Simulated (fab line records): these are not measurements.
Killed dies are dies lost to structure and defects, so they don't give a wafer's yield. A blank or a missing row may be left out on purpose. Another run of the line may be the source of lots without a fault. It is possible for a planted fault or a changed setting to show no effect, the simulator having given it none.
Chamber matching | flow nandHarc | aldMetal-04 running NHARC_A_CONTACT_ALD_18: 4 sister chambers
The step deposits TiN, target thk 3 nm, pulse time 1 s, ald cycles 150. 8 wafers are shown with their chamber, then 10 later ones without.

== WAFERS PAIRED WITH THEIR CHAMBERS ==
wafer  | chamber | heaterPowerW (W) | susceptorTempC (C)
L084.5 | 1       | 1228             | 450.04
L086.6 | 1       | 1224             | 450.07
L085.1 | 0       | 1310             | 450.27
L090.3 | 2       | 1070             | 449.97
L090.5 | 3       | 1157             | 450.20
L090.6 | 0       | 1263             | 450.02
L092.3 | 2       | 1106             | 450.40
L092.4 | 3       | 1089             | 450.47

== WAFERS WHOSE CHAMBER IS MISSING ==
wafer  | heaterPowerW (W) | susceptorTempC (C)
L092.5 | 1295             | 449.69
L092.1 | 1218             | 449.66
L092.2 | 1294             | 449.67
L092.6 | 1131             | 450.21
L094.3 | 1275             | 449.90
L094.4 | 1225             | 449.89
L094.6 | 1296             | 449.83
L095.1 | 1095             | 450.05
L095.4 | 1330             | 450.09
L095.6 | 1096             | 449.97

== EACH ONE'S CHAMBER ==
wafer  | from the rows above     | in truth
L092.5 | can't be placed: 0 or 1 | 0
L092.1 | can't be placed: 1 or 0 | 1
L092.2 | can't be placed: 0 or 1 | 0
L092.6 | can't be placed: 3 or 2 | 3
L094.3 | can't be placed: 0 or 1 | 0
L094.4 | can't be placed: 1 or 0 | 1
L094.6 | can't be placed: 0 or 1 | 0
L095.1 | can't be placed: 2 or 3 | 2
L095.4 | can't be placed: 0 or 1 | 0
L095.6 | can't be placed: 2 or 3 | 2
Correct placement for 0 of the 10. These rows do not allow placing 10 (true chamber among the candidates in 10). 0 placed wrongly.
How it was worked out, from the rows above alone: a wafer's distance from a chamber is the root of the sum, over the readings, of the square of ((its reading less the chamber's mean) divided by the reading's scatter). The wafer belongs to the nearest chamber; if the next one is less than 2 further off, it can't be placed. A chamber's mean is the mean of its shown wafers. The scatter is the square root of a quotient: the sum, over the shown wafers, of each reading's squared deviation from its chamber's mean, divided by wafers minus chambers.
